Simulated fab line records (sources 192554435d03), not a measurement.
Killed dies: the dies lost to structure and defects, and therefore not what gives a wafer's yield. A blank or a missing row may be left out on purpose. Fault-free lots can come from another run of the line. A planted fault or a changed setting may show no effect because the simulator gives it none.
fab line records + flow n5_finfet + part 1 of 2: steps 1 to 4 of 6
record
- lots=21
- wafers=63
- last_day=18
route steps=1938 shown BEOL_M8@1379 BEOL_M9@1404
lots that met no fault: taken from a fault-free run of the same line
start_h: the number of hours between the record's first day and the start of the first shown wafer of the lot + wait_h: hours from the lot's prior step to this one + " as in the row above + L1.1+2: one row covering several wafers at once + - value missing, or start not given + * or withheld: withheld + < > ~ a bound
route shown NAME@n: names a module that has steps shown in the file, with the first one's number in the route + usual: mean/standard deviation of fault-free wafers + same: alike in all rows + chamber/n: place in a boat + sites: the reading at each site + _std_site: the standard deviation of these + _edge_site: outer sites' mean less inner sites' + radius_mm: for every site, how far away it sits from the centre of the wafer + mask NAME#n: copy n + behind: the last tool/chamber to shape the wafer + hold: the reason the lot was held/the length of the hold in hours/how it ended + device: whichever transistor did not switch (one of n, p or np) + end of line: tests run on the same wafers once the route is complete + step lacking rows: just its recipe + killed: the dies lost at the first sort to structure and to defects; this is not the yield of the wafer + map: a wafer's dies, x killed, . not, _ none there
set.NAME: the setting that was run; set.NAME@STEP: the one run at that earlier step + model.NAME: the simulator's own value behind a step, which no gauge read
steps of the route over a sample of lots; a table a step, a row a wafer
services: the hour from which a tool's chamber was out of use, counted from the record's first day as start_h (under 0 if before that day), plus the number of hours and why
## steps
# step N5_BEOL_M8_STRIP_80
# recipe
- chemistry=N2/H2
- time_s=10
- power_w=450
- temp_c=40
- pressure_mtorr=20
- rf_frequency_hz=6e+07
- bias_power_w=7
- n2_flow_sccm=200
- h2_flow_sccm=200
# usual
- drypump_motor_current_A=5.8/0.43
- oes_product_au=0.82/0.093
- rf_vpp_V=59.1/0.9
- showerhead_plenum_p_Torr=2.56/0.097
- temp_c=40.01/0.11
- throttle_valve_pct=23.6/0.33
| lot.wafer | tool        | chamber | start_h | wait_h | drypump_motor_current_A | oes_product_au | rf_hours_counter_h | rf_vpp_V | showerhead_plenum_p_Torr | temp_c | throttle_valve_pct |
|-----------|-------------|---------|---------|--------|-------------------------|----------------|--------------------|----------|--------------------------|--------|--------------------|
| L074.4    | rie_diel-05 | 2       | -       | -      | 5.1                     | 0.89           | 27                 | 60.1     | 2.72                     | 39.85  | 23.5               |
| L074.5    | "           | 1       | "       | "      | 5.6                     | 0.70           | -                  | 58.9     | 2.40                     | 40.12  | 23.5               |
| L074.6    | "           | 2       | "       | "      | 5.1                     | 0.89           | -                  | 60.2     | 2.72                     | 40.02  | 23.5               |
| L075.1    | rie_diel-05 | 2       | -       | -      | 5.1                     | 0.89           | 30                 | 59.4     | 2.72                     | 39.92  | 23.5               |
| L075.2    | "           | 3       | "       | "      | 5.7                     | 0.68           | 228                | 57.6     | 2.50                     | 40.17  | 23.4               |
| L075.6    | "           | 0       | "       | "      | 6.6                     | 0.80           | -                  | 60.2     | 2.67                     | 40.03  | 23.9               |
| L076.3    | rie_diel-05 | 1       | -       | -      | 5.7                     | 0.69           | 220                | 57.2     | 2.40                     | 40.08  | 23.5               |
| L076.4    | "           | 3       | "       | "      | 5.7                     | 0.69           | 230                | 59.5     | 2.50                     | 40.15  | 23.4               |
| L076.5    | "           | 3       | "       | "      | 5.7                     | 0.69           | -                  | 57.9     | 2.50                     | 40.16  | 23.4               |
| L077.2    | rie_diel-05 | 1       | -       | -      | 5.6                     | 0.70           | 221                | 58.5     | 2.40                     | 39.90  | 23.5               |
| L077.3    | "           | 0       | "       | "      | 6.6                     | 0.80           | 119                | 59.1     | 2.67                     | 40.05  | 23.8               |
| L077.6    | "           | 2       | "       | "      | 5.1                     | 0.89           | -                  | 60.2     | 2.71                     | 39.81  | 23.5               |
| L079.3    | rie_diel-03 | 3       | -       | -      | 5.5                     | 0.89           | 34                 | 58.5     | 2.46                     | 40.08  | 23.4               |
| L079.4    | "           | 1       | "       | "      | 5.8                     | 0.84           | -                  | 60.6     | 2.59                     | 39.89  | 24.0               |
| L079.6    | "           | 3       | "       | "      | 5.5                     | 0.90           | -                  | 59.8     | 2.46                     | 40.12  | 23.4               |
| L081.1    | rie_diel-04 | 1       | -       | -      | 6.1                     | 0.83           | 89                 | 58.4     | 2.57                     | 40.08  | 23.5               |
| L081.3    | "           | 0       | "       | "      | 6.4                     | 0.96           | 9                  | 59.3     | 2.58                     | 40.13  | 24.0               |
| L081.5    | "           | 0       | "       | "      | 6.4                     | 0.94           | -                  | 60.1     | 2.58                     | 39.93  | 24.1               |
| L080.1    | rie_diel-05 | 0       | -       | -      | 6.6                     | 0.79           | 130                | 59.3     | 2.67                     | 39.80  | 23.9               |
| L080.4    | "           | 2       | "       | "      | 5.1                     | 0.85           | 42                 | 59.6     | 2.71                     | 40.09  | 23.5               |
| L080.5    | "           | 0       | "       | "      | 6.6                     | 0.79           | -                  | 59.0     | 2.67                     | 39.87  | 23.9               |
| L083.2    | rie_diel-04 | 0       | -       | -      | 6.4                     | 0.94           | 11                 | 58.2     | 2.58                     | 40.02  | 24.1               |
| L083.3    | "           | 1       | "       | "      | 6.1                     | 0.82           | 91                 | 60.3     | 2.57                     | 39.96  | 23.5               |
| L083.5    | "           | 2       | "       | "      | 5.4                     | 0.71           | -                  | 58.3     | 2.42                     | 40.18  | 23.7               |
| L082.1    | rie_diel-03 | 1       | -       | -      | 5.7                     | 0.82           | 62                 | 58.8     | 2.59                     | 40.02  | 24.1               |
| L082.2    | "           | 2       | "       | "      | 5.9                     | 0.95           | 9                  | 60.2     | 2.70                     | 39.97  | 23.0               |
| L082.3    | "           | 0       | "       | "      | 5.8                     | 0.67           | 245                | 58.5     | 2.60                     | 40.02  | 23.1               |
| L084.1    | rie_diel-05 | 0       | -       | -      | 6.6                     | 0.78           | 139                | 59.9     | 2.66                     | 40.07  | 23.9               |
| L084.3    | "           | 2       | "       | "      | 5.1                     | 0.84           | 52                 | 58.3     | 2.71                     | 39.94  | 23.5               |
| L084.6    | "           | 0       | "       | "      | 6.6                     | 0.78           | -                  | 58.6     | 2.66                     | 40.00  | 23.9               |
| L085.3    | rie_diel-04 | 2       | -       | -      | 5.5                     | 0.69           | 220                | 58.7     | 2.41                     | 40.12  | 23.7               |
| L085.4    | "           | 0       | "       | "      | 6.4                     | 0.93           | 19                 | 57.7     | 2.57                     | 40.32  | 24.1               |
| L085.6    | "           | 1       | "       | "      | 6.1                     | 0.81           | -                  | 59.6     | 2.57                     | 39.92  | 23.5               |
| L086.1    | rie_diel-03 | 3       | -       | -      | 5.5                     | 0.87           | 51                 | 59.9     | 2.45                     | 39.79  | 23.4               |
| L086.4    | "           | 1       | "       | "      | 5.8                     | 0.80           | -                  | 58.7     | 2.59                     | 39.93  | 24.1               |
| L086.5    | "           | 2       | "       | "      | 5.9                     | 0.92           | -                  | 60.1     | 2.69                     | 40.09  | 23.0               |
| L087.2    | rie_diel-04 | 0       | -       | -      | 6.4                     | 0.92           | 21                 | 59.6     | 2.57                     | 40.08  | 24.1               |
| L087.5    | "           | 3       | "       | "      | 5.7                     | 0.89           | -                  | 59.5     | 2.59                     | 39.88  | 23.5               |
| L087.6    | "           | 0       | "       | "      | 6.4                     | 0.91           | -                  | 60.0     | 2.57                     | 40.15  | 24.1               |
| L088.3    | rie_diel-03 | 3       | -       | -      | 5.5                     | 0.86           | 53                 | 58.8     | 2.45                     | 40.10  | 23.4               |
| L088.4    | "           | 3       | "       | "      | 5.5                     | 0.86           | -                  | 58.7     | 2.45                     | 40.08  | 23.4               |
| L088.6    | "           | 0       | "       | "      | 5.8                     | 0.98           | -                  | 59.5     | 2.59                     | 40.24  | 22.8               |
| L089.3    | rie_diel-05 | 0       | -       | -      | 6.6                     | 0.76           | 149                | 57.8     | 2.66                     | 40.05  | 23.9               |
| L089.4    | "           | 1       | "       | "      | 5.6                     | 0.67           | -                  | 59.1     | 2.39                     | 40.09  | 23.5               |
| L089.6    | "           | 0       | "       | "      | 6.6                     | 0.76           | -                  | 59.0     | 2.66                     | 39.99  | 23.9               |
| L090.2    | rie_diel-05 | 3       | -       | -      | 5.7                     | 1.01           | 1                  | 57.8     | 2.49                     | 39.97  | 23.2               |
| L090.4    | "           | 0       | "       | "      | 6.6                     | 0.77           | -                  | 59.2     | 2.66                     | 39.95  | 23.9               |
| L090.6    | "           | 3       | "       | "      | 5.7                     | 1.00           | -                  | 60.5     | 2.49                     | 40.08  | 23.2               |
| L091.1    | rie_diel-05 | 3       | -       | -      | 5.7                     | 0.98           | 3                  | 59.2     | 2.49                     | 40.11  | 23.2               |
| L091.3    | "           | 3       | "       | "      | 5.7                     | 0.98           | -                  | 58.5     | 2.49                     | 40.02  | 23.2               |
| L091.6    | "           | 3       | "       | "      | 5.7                     | 0.99           | -                  | 60.6     | 2.49                     | 40.06  | 23.2               |
| L096.1    | rie_diel-05 | 0       | -       | -      | 6.6                     | 0.76           | 166                | 59.5     | 2.65                     | 39.86  | 23.9               |
| L096.2    | "           | 2       | "       | "      | 5.1                     | 0.82           | 78                 | 60.5     | 2.69                     | 39.96  | 23.5               |
| L096.3    | "           | 1       | "       | "      | 5.6                     | 0.96           | 6                  | 59.4     | 2.71                     | 39.94  | 23.4               |
| L094.1    | rie_diel-04 | 3       | -       | -      | 5.7                     | 0.86           | 51                 | 61.1     | 2.58                     | 40.05  | 23.5               |
| L094.2    | "           | 0       | "       | "      | 6.4                     | 0.87           | 45                 | 60.0     | 2.56                     | 39.84  | 24.1               |
| L094.6    | "           | 2       | "       | "      | 5.5                     | 0.68           | -                  | 59.2     | 2.40                     | 40.11  | 23.7               |
| L095.1    | rie_diel-03 | 2       | -       | -      | 5.9                     | 0.88           | 40                 | 60.1     | 2.68                     | 40.09  | 23.0               |
| L095.3    | "           | 3       | "       | "      | 5.5                     | 0.84           | 82                 | 59.4     | 2.44                     | 40.02  | 23.5               |
| L095.5    | "           | 0       | "       | "      | 5.8                     | 0.91           | -                  | 58.3     | 2.58                     | 40.05  | 22.9               |
| L097.2    | rie_diel-04 | 3       | -       | -      | 5.7                     | 0.84           | 60                 | 61.0     | 2.58                     | 40.04  | 23.5               |
| L097.4    | "           | 1       | "       | "      | 6.1                     | 0.79           | -                  | 57.8     | 2.55                     | 39.91  | 23.6               |
| L097.6    | "           | 3       | "       | "      | 5.7                     | 0.84           | -                  | 59.3     | 2.58                     | 40.07  | 23.5               |
# step N5_BEOL_M8_SPUTTER_48
# recipe
- material=Cu
- target_thk_a=100
- temp_c=-20
- bias_v=60
- power_w=26000
- chamber_pressure_pa=0.13
- time_s=1.667
# usual
- bias_v=59.9/0.54
- throttle_valve_pct=29.9/1
| lot.wafer | tool           | chamber | start_h | wait_h | bias_v | throttle_valve_pct |
|-----------|----------------|---------|---------|--------|--------|--------------------|
| L074.4    | pvd_sputter-03 | -       | 202.92  | 0.1    | 59.8   | 32.1               |
| L074.5    | "              | -       | "       | "      | 60.4   | 30.2               |
| L074.6    | "              | -       | "       | "      | 60.7   | 32.3               |
| L075.1    | pvd_sputter-02 | -       | 215.56  | 1.0    | 59.8   | 30.0               |
| L075.2    | "              | -       | "       | "      | 59.6   | 30.8               |
| L075.6    | "              | -       | "       | "      | 60.2   | 29.7               |
| L076.3    | pvd_sputter-01 | -       | 221.04  | 0.1    | 59.3   | 30.3               |
| L076.4    | "              | -       | "       | "      | 59.7   | 28.5               |
| L076.5    | "              | -       | "       | "      | 59.7   | 29.4               |
| L077.2    | pvd_sputter-02 | -       | 225.33  | 0.1    | 59.8   | 31.2               |
| L077.3    | "              | -       | "       | "      | 60.4   | 30.1               |
| L077.6    | "              | -       | "       | "      | 60.3   | 31.3               |
| L079.3    | pvd_sputter-01 | -       | 236.39  | 0.1    | 59.9   | 28.5               |
| L079.4    | "              | -       | "       | "      | 59.2   | 28.9               |
| L079.6    | "              | -       | "       | "      | 59.7   | 28.8               |
| L081.1    | pvd_sputter-02 | -       | 248.29  | 0.1    | 59.7   | 31.5               |
| L081.3    | "              | -       | "       | "      | 60.1   | 30.6               |
| L081.5    | "              | -       | "       | "      | 60.4   | 30.0               |
| L080.1    | pvd_sputter-01 | -       | 249.13  | 0.1    | 58.7   | 28.3               |
| L080.4    | "              | -       | "       | "      | 59.7   | 30.2               |
| L080.5    | "              | -       | "       | "      | 60.6   | 29.5               |
| L083.2    | pvd_sputter-03 | -       | 254.72  | 0.1    | 59.6   | 30.5               |
| L083.3    | "              | -       | "       | "      | 60.1   | 29.8               |
| L083.5    | "              | -       | "       | "      | 59.5   | 29.7               |
| L082.1    | pvd_sputter-01 | -       | 257.15  | 0.1    | 60.4   | 29.5               |
| L082.2    | "              | -       | "       | "      | 60.4   | 28.1               |
| L082.3    | "              | -       | "       | "      | 60.0   | 28.6               |
| L084.1    | pvd_sputter-01 | -       | 275.61  | 1.1    | 59.4   | 29.7               |
| L084.3    | "              | -       | "       | "      | 60.2   | 28.2               |
| L084.6    | "              | -       | "       | "      | 59.5   | 28.5               |
| L085.3    | pvd_sputter-01 | -       | 278.21  | 0.1    | 60.9   | 29.3               |
| L085.4    | "              | -       | "       | "      | 59.4   | 30.4               |
| L085.6    | "              | -       | "       | "      | 59.4   | 30.3               |
| L086.1    | pvd_sputter-02 | -       | 281.30  | 0.2    | 58.9   | 30.0               |
| L086.4    | "              | -       | "       | "      | 60.5   | 30.0               |
| L086.5    | "              | -       | "       | "      | 59.5   | 31.6               |
| L087.2    | pvd_sputter-02 | -       | 282.20  | 0.1    | 59.8   | 30.9               |
| L087.5    | "              | -       | "       | "      | 59.6   | 30.7               |
| L087.6    | "              | -       | "       | "      | 60.0   | 30.1               |
| L088.3    | pvd_sputter-01 | -       | 286.39  | 0.1    | 60.9   | 29.2               |
| L088.4    | "              | -       | "       | "      | 59.9   | 28.6               |
| L088.6    | "              | -       | "       | "      | 59.5   | 28.3               |
| L089.3    | pvd_sputter-03 | -       | 301.59  | 0.1    | 59.9   | 30.4               |
| L089.4    | "              | -       | "       | "      | 60.5   | 32.4               |
| L089.6    | "              | -       | "       | "      | 59.6   | 29.6               |
| L090.2    | pvd_sputter-02 | -       | 309.72  | 0.1    | 60.5   | 31.3               |
| L090.4    | "              | -       | "       | "      | 60.9   | 29.7               |
| L090.6    | "              | -       | "       | "      | 59.5   | 30.6               |
| L091.1    | pvd_sputter-01 | -       | 313.66  | 0.3    | 60.5   | 29.2               |
| L091.3    | "              | -       | "       | "      | 60.3   | 28.7               |
| L091.6    | "              | -       | "       | "      | 59.7   | 30.5               |
| L096.1    | pvd_sputter-01 | -       | 350.25  | 0.1    | 60.2   | 29.1               |
| L096.2    | "              | -       | "       | "      | 60.0   | 28.7               |
| L096.3    | "              | -       | "       | "      | 59.7   | 28.5               |
| L094.1    | pvd_sputter-01 | -       | 351.59  | 0.3    | 60.8   | 28.4               |
| L094.2    | "              | -       | "       | "      | 60.2   | 28.6               |
| L094.6    | "              | -       | "       | "      | 59.7   | 28.7               |
| L095.1    | pvd_sputter-03 | -       | 357.69  | 0.2    | 59.5   | 30.4               |
| L095.3    | "              | -       | "       | "      | 59.7   | 32.2               |
| L095.5    | "              | -       | "       | "      | 60.9   | 30.5               |
| L097.2    | pvd_sputter-01 | -       | 376.08  | 0.3    | 60.2   | 29.6               |
| L097.4    | "              | -       | "       | "      | 58.9   | 28.2               |
| L097.6    | "              | -       | "       | "      | 60.4   | 28.4               |
# step N5_BEOL_M9_PECVD_70
# recipe
- material=SiO2
- target_thk_a=200
- temp_c=400
- precursor=TEOS/O2
- pressure_torr=5.5
- rf_w=450
- teos_flow_sccm=53.8
- gas=O2
- flow_sccm=3000
- time_s=22.7
# usual
- heater_power_w=709/89
- showerhead_plenum_p_Torr=8.81/0.048
- showerhead_vpp_V=1262/66
- throttle_valve_pct=22.3/1.2
| lot.wafer | tool     | chamber | start_h | wait_h | heater_power_w | showerhead_plenum_p_Torr | showerhead_vpp_V | throttle_valve_pct |
|-----------|----------|---------|---------|--------|----------------|--------------------------|------------------|--------------------|
| L074.4    | pecvd-03 | 2       | 204.99  | 0.1    | 803            | 8.78                     | 1259             | 20.6               |
| L074.5    | "        | 1       | "       | "      | 679            | 8.73                     | 1437             | 24.1               |
| L074.6    | "        | 0       | "       | "      | 675            | 8.80                     | 1209             | 23.7               |
| L075.1    | pecvd-03 | 2       | 217.80  | 0.0    | 696            | 8.78                     | 1242             | 20.7               |
| L075.2    | "        | 1       | "       | "      | 647            | 8.71                     | 1466             | 23.8               |
| L075.6    | "        | 0       | "       | "      | 688            | 8.80                     | 1225             | 23.7               |
| L076.3    | pecvd-03 | 2       | 223.16  | 0.0    | 664            | 8.80                     | 1281             | 20.8               |
| L076.4    | "        | 2       | "       | "      | 666            | 8.80                     | 1254             | 20.9               |
| L076.5    | "        | 1       | "       | "      | 625            | 8.71                     | 1414             | 23.9               |
| L077.2    | pecvd-04 | 0       | 227.54  | 0.1    | 704            | 8.90                     | 1231             | 23.3               |
| L077.3    | "        | 0       | "       | "      | 680            | 8.88                     | 1235             | 23.3               |
| L077.6    | "        | 0       | "       | "      | 724            | 8.89                     | 1217             | 23.2               |
| L079.3    | pecvd-03 | 2       | 238.12  | 0.1    | 650            | 8.80                     | 1255             | 21.0               |
| L079.4    | "        | 0       | "       | "      | 704            | 8.81                     | 1214             | 23.6               |
| L079.6    | "        | 0       | "       | "      | 727            | 8.81                     | 1240             | 23.6               |
| L081.1    | pecvd-03 | 0       | 250.07  | 0.0    | 687            | 8.83                     | 1204             | 23.7               |
| L081.3    | "        | 2       | "       | "      | 770            | 8.78                     | 1284             | 20.7               |
| L081.5    | "        | 2       | "       | "      | 789            | 8.77                     | 1284             | 21.0               |
| L080.1    | pecvd-01 | 0       | 251.67  | 0.0    | 771            | 8.85                     | 1294             | 20.6               |
| L080.4    | "        | 2       | "       | "      | 892            | 8.82                     | 1262             | 22.1               |
| L080.5    | "        | 1       | "       | "      | 682            | 8.81                     | 1212             | 22.2               |
| L083.2    | pecvd-01 | 2       | 256.35  | 0.0    | 862            | 8.80                     | 1270             | 22.0               |
| L083.3    | "        | 1       | "       | "      | 597            | 8.83                     | 1205             | 22.5               |
| L083.5    | "        | 2       | "       | "      | 889            | 8.81                     | 1266             | 22.1               |
| L082.1    | pecvd-04 | 0       | 258.92  | 0.0    | 651            | 8.89                     | 1230             | 23.3               |
| L082.2    | "        | 2       | "       | "      | 563            | 8.72                     | 1205             | 21.2               |
| L082.3    | "        | 2       | "       | "      | 566            | 8.71                     | 1208             | 21.0               |
| L084.1    | pecvd-04 | 2       | 277.68  | 0.0    | 532            | 8.71                     | 1202             | 21.3               |
| L084.3    | "        | 0       | "       | "      | 737            | 8.90                     | 1214             | 23.3               |
| L084.6    | "        | 1       | "       | "      | 628            | 8.84                     | 1237             | 22.7               |
| L085.3    | pecvd-01 | 2       | 279.95  | 0.0    | 873            | 8.81                     | 1259             | 22.0               |
| L085.4    | "        | 0       | "       | "      | 746            | 8.84                     | 1270             | 20.4               |
| L085.6    | "        | 2       | "       | "      | 894            | 8.80                     | 1291             | 22.3               |
| L086.1    | pecvd-04 | 0       | 283.13  | 0.0    | 705            | 8.89                     | 1207             | 23.3               |
| L086.4    | "        | 0       | "       | "      | 712            | 8.88                     | 1252             | 23.5               |
| L086.5    | "        | 0       | "       | "      | 719            | 8.86                     | 1230             | 23.4               |
| L087.2    | pecvd-01 | 1       | 283.93  | 0.0    | 687            | 8.82                     | 1221             | 22.5               |
| L087.5    | "        | 2       | "       | "      | 838            | 8.82                     | 1283             | 22.0               |
| L087.6    | "        | 0       | "       | "      | 714            | 8.83                     | 1284             | 20.3               |
| L088.3    | pecvd-04 | 1       | 288.08  | 0.0    | 714            | 8.84                     | 1228             | 22.4               |
| L088.4    | "        | 1       | "       | "      | 693            | 8.82                     | 1216             | 22.8               |
| L088.6    | "        | 2       | "       | "      | 576            | 8.74                     | 1210             | 21.5               |
| L089.3    | pecvd-01 | 1       | 303.50  | 0.1    | 609            | 8.83                     | 1191             | 22.4               |
| L089.4    | "        | 2       | "       | "      | 897            | 8.82                     | 1293             | 21.8               |
| L089.6    | "        | 1       | "       | "      | 592            | 8.82                     | 1199             | 22.2               |
| L090.2    | pecvd-01 | 1       | 311.85  | 0.0    | 607            | 8.83                     | 1198             | 22.4               |
| L090.4    | "        | 2       | "       | "      | 878            | 8.80                     | 1283             | 22.3               |
| L090.6    | "        | 0       | "       | "      | 754            | 8.83                     | 1306             | 20.6               |
| L091.1    | pecvd-01 | 0       | 315.29  | 0.0    | 788            | 8.85                     | 1283             | 20.6               |
| L091.3    | "        | 2       | "       | "      | 855            | 8.80                     | 1287             | 22.2               |
| L091.6    | "        | 2       | "       | "      | 838            | 8.81                     | 1291             | 22.2               |
| L096.1    | pecvd-01 | 1       | 351.90  | 0.0    | 690            | 8.84                     | 1194             | 22.7               |
| L096.2    | "        | 2       | "       | "      | 808            | 8.81                     | 1285             | 22.5               |
| L096.3    | "        | 0       | "       | "      | 780            | 8.85                     | 1286             | 20.4               |
| L094.1    | pecvd-04 | 0       | 353.28  | 0.0    | 763            | 8.89                     | 1232             | 23.4               |
| L094.2    | "        | 2       | "       | "      | 498            | 8.72                     | 1190             | 21.6               |
| L094.6    | "        | 1       | "       | "      | 659            | 8.81                     | 1263             | 22.5               |
| L095.1    | pecvd-03 | 2       | 361.29  | 0.0    | 709            | 8.81                     | 1265             | 21.0               |
| L095.3    | "        | 0       | "       | "      | 738            | 8.79                     | 1231             | 23.8               |
| L095.5    | "        | 2       | "       | "      | 696            | 8.82                     | 1280             | 21.1               |
| L097.2    | pecvd-03 | 1       | 377.89  | 0.0    | 636            | 8.73                     | 1432             | 23.7               |
| L097.4    | "        | 0       | "       | "      | 771            | 8.81                     | 1230             | 23.7               |
| L097.6    | "        | 2       | "       | "      | 722            | 8.78                     | 1273             | 21.0               |
# step N5_BEOL_M9_HM_OPEN_17
# recipe
- chemistry=Cl2/BCl3
- target_depth_a=200
- overetch_a=60
- target=TiN
- mask_material=SOC
- ion_energy_ev=150
- pressure_mtorr=10
- icp_w=1000
- bias_w=126
- Cl2_flow_sccm=53.25
- bcl3_flow_sccm=21.75
- Ar_flow_sccm=25
# usual
- drypump_motor_current_A=5.4/0.38
- he_backside_leak_sccm=3.28/0.25
- oes_product_au=0.70/0.068
- throttle_valve_pct=22.1/0.37
| lot.wafer | tool         | chamber | start_h | wait_h | drypump_motor_current_A | he_backside_leak_sccm | oes_product_au | rf_hours_counter_h | throttle_valve_pct |
|-----------|--------------|---------|---------|--------|-------------------------|-----------------------|----------------|--------------------|--------------------|
| L074.4    | rie_metal-01 | 0       | 207.69  | 0.1    | 5.1                     | 3.41                  | 0.64           | -                  | 21.6               |
| L074.5    | "            | 0       | "       | "      | 5.0                     | 3.18                  | 0.64           | -                  | 21.6               |
| L074.6    | "            | 0       | "       | "      | 5.0                     | 3.27                  | 0.65           | -                  | 21.6               |
| L075.1    | rie_metal-03 | 0       | 220.24  | 0.0    | 5.6                     | 3.43                  | 0.74           | 13                 | 22.6               |
| L075.2    | "            | 1       | "       | "      | 5.3                     | 3.06                  | 0.62           | 50                 | 22.3               |
| L075.6    | "            | 0       | "       | "      | 5.6                     | 3.35                  | 0.75           | -                  | 22.6               |
| L076.3    | rie_metal-02 | 0       | 225.92  | 0.1    | 6.0                     | 3.27                  | 0.76           | -                  | 21.6               |
| L076.4    | "            | 0       | "       | "      | 5.9                     | 3.17                  | 0.75           | -                  | 21.6               |
| L076.5    | "            | 0       | "       | "      | 6.0                     | 3.17                  | 0.76           | -                  | 21.6               |
| L077.2    | rie_metal-02 | 0       | 229.44  | 0.0    | 5.9                     | 3.25                  | 0.75           | 9                  | 21.7               |
| L077.3    | "            | 0       | "       | "      | 6.0                     | 3.22                  | 0.76           | -                  | 21.6               |
| L077.6    | "            | 0       | "       | "      | 6.0                     | 3.24                  | 0.76           | -                  | 21.6               |
| L079.3    | rie_metal-01 | 0       | 240.26  | 0.1    | 5.0                     | 3.32                  | 0.63           | -                  | 21.6               |
| L079.4    | "            | 1       | "       | "      | 5.1                     | 3.39                  | 0.80           | -                  | 22.2               |
| L079.6    | "            | 1       | "       | "      | 5.1                     | 3.28                  | 0.80           | -                  | 22.3               |
| L081.1    | rie_metal-01 | 1       | 252.71  | 0.0    | 5.1                     | 3.31                  | 0.79           | 4                  | 22.3               |
| L081.3    | "            | 0       | "       | "      | 5.1                     | 3.33                  | 0.63           | -                  | 21.7               |
| L081.5    | "            | 1       | "       | "      | 5.1                     | 3.10                  | 0.79           | -                  | 22.3               |
| L080.1    | rie_metal-03 | 1       | 254.19  | 0.0    | 5.3                     | 3.12                  | 0.63           | 53                 | 22.3               |
| L080.4    | "            | 0       | "       | "      | 5.6                     | 3.32                  | 0.73           | -                  | 22.6               |
| L080.5    | "            | 0       | "       | "      | 5.6                     | 3.45                  | 0.74           | -                  | 22.6               |
| L083.2    | rie_metal-03 | 1       | 258.56  | 0.1    | 5.3                     | 5.70                  | 0.62           | -                  | 22.3               |
| L083.3    | "            | 1       | "       | "      | 5.3                     | 3.11                  | 0.62           | -                  | 22.3               |
| L083.5    | "            | 1       | "       | "      | 5.3                     | 3.07                  | 0.63           | -                  | 22.3               |
| L082.1    | rie_metal-01 | 0       | 262.28  | 0.0    | 5.0                     | 3.10                  | 0.64           | 52                 | 21.6               |
| L082.2    | "            | 1       | "       | "      | 5.1                     | 2.96                  | 0.80           | 6                  | 22.2               |
| L082.3    | "            | 1       | "       | "      | 5.1                     | 3.42                  | 0.79           | -                  | 22.3               |
| L084.1    | rie_metal-03 | 0       | 278.86  | 0.0    | 5.6                     | 3.34                  | 0.73           | 17                 | 22.6               |
| L084.3    | "            | 0       | "       | "      | 5.6                     | 3.40                  | 0.73           | -                  | 22.6               |
| L084.6    | "            | 1       | "       | "      | 5.3                     | 3.25                  | 0.62           | -                  | 22.3               |
| L085.3    | rie_metal-01 | 1       | 282.22  | 0.1    | 5.1                     | 3.31                  | 0.78           | -                  | 22.3               |
| L085.4    | "            | 0       | "       | "      | 5.1                     | 3.25                  | 0.63           | -                  | 21.7               |
| L085.6    | "            | 0       | "       | "      | 5.1                     | 3.49                  | 0.63           | -                  | 21.7               |
| L086.1    | rie_metal-01 | 1       | 285.26  | 0.0    | 5.1                     | 2.98                  | 0.78           | 7                  | 22.3               |
| L086.4    | "            | 1       | "       | "      | 5.1                     | 2.92                  | 0.78           | -                  | 22.3               |
| L086.5    | "            | 1       | "       | "      | 5.1                     | 3.02                  | 0.77           | -                  | 22.3               |
| L087.2    | rie_metal-03 | 0       | 285.52  | 0.0    | 5.6                     | 3.42                  | 0.73           | 18                 | 22.6               |
| L087.5    | "            | 0       | "       | "      | 5.6                     | 3.48                  | 0.73           | -                  | 22.6               |
| L087.6    | "            | 1       | "       | "      | 5.3                     | 3.06                  | 0.62           | -                  | 22.3               |
| L088.3    | rie_metal-02 | 0       | 289.89  | 0.1    | 6.0                     | 3.24                  | 0.73           | -                  | 21.6               |
| L088.4    | "            | 1       | "       | "      | 6.1                     | 3.38                  | 0.79           | -                  | 22.3               |
| L088.6    | "            | 1       | "       | "      | 6.1                     | 3.38                  | 0.79           | -                  | 22.3               |
| L089.3    | rie_metal-01 | 0       | 305.92  | 0.1    | 5.1                     | 3.34                  | 0.62           | -                  | 21.6               |
| L089.4    | "            | 1       | "       | "      | 5.1                     | 3.24                  | 0.77           | -                  | 22.3               |
| L089.6    | "            | 1       | "       | "      | 5.1                     | 3.11                  | 0.76           | -                  | 22.3               |
| L090.2    | rie_metal-02 | 0       | 313.24  | 0.0    | 6.0                     | 3.42                  | 0.72           | 17                 | 21.6               |
| L090.4    | "            | 0       | "       | "      | 6.0                     | 3.43                  | 0.73           | -                  | 21.6               |
| L090.6    | "            | 1       | "       | "      | 6.1                     | 3.51                  | 0.79           | -                  | 22.3               |
| L091.1    | rie_metal-03 | 1       | 316.70  | 0.0    | 5.3                     | 3.19                  | 0.61           | 61                 | 22.4               |
| L091.3    | "            | 1       | "       | "      | 5.3                     | 3.21                  | 0.61           | -                  | 22.3               |
| L091.6    | "            | 0       | "       | "      | 5.6                     | 3.36                  | 0.72           | -                  | 22.6               |
| L096.1    | rie_metal-02 | 0       | 353.30  | 0.0    | 6.0                     | 3.38                  | 0.71           | 21                 | 21.7               |
| L096.2    | "            | 1       | "       | "      | 6.1                     | 3.21                  | 0.76           | 11                 | 22.3               |
| L096.3    | "            | 0       | "       | "      | 6.0                     | 3.36                  | 0.71           | -                  | 21.7               |
| L094.1    | rie_metal-03 | 0       | 357.61  | 0.0    | 5.6                     | 3.34                  | 0.71           | 23                 | 22.6               |
| L094.2    | "            | 1       | "       | "      | 5.3                     | 3.17                  | 0.61           | 63                 | 22.4               |
| L094.6    | "            | 0       | "       | "      | 5.6                     | 3.29                  | 0.71           | -                  | 22.6               |
| L095.1    | rie_metal-03 | 0       | 362.88  | 0.0    | 5.6                     | 3.34                  | 0.72           | 23                 | 22.6               |
| L095.3    | "            | 0       | "       | "      | 5.6                     | 3.49                  | 0.72           | -                  | 22.6               |
| L095.5    | "            | 0       | "       | "      | 5.6                     | 3.39                  | 0.72           | -                  | 22.6               |
| L097.2    | rie_metal-02 | 1       | 379.46  | 0.0    | 6.1                     | 3.27                  | 0.75           | 13                 | 22.3               |
| L097.4    | "            | 0       | "       | "      | 6.0                     | 3.30                  | 0.70           | -                  | 21.7               |
| L097.6    | "            | 0       | "       | "      | 6.0                     | 3.40                  | 0.70           | -                  | 21.7               |
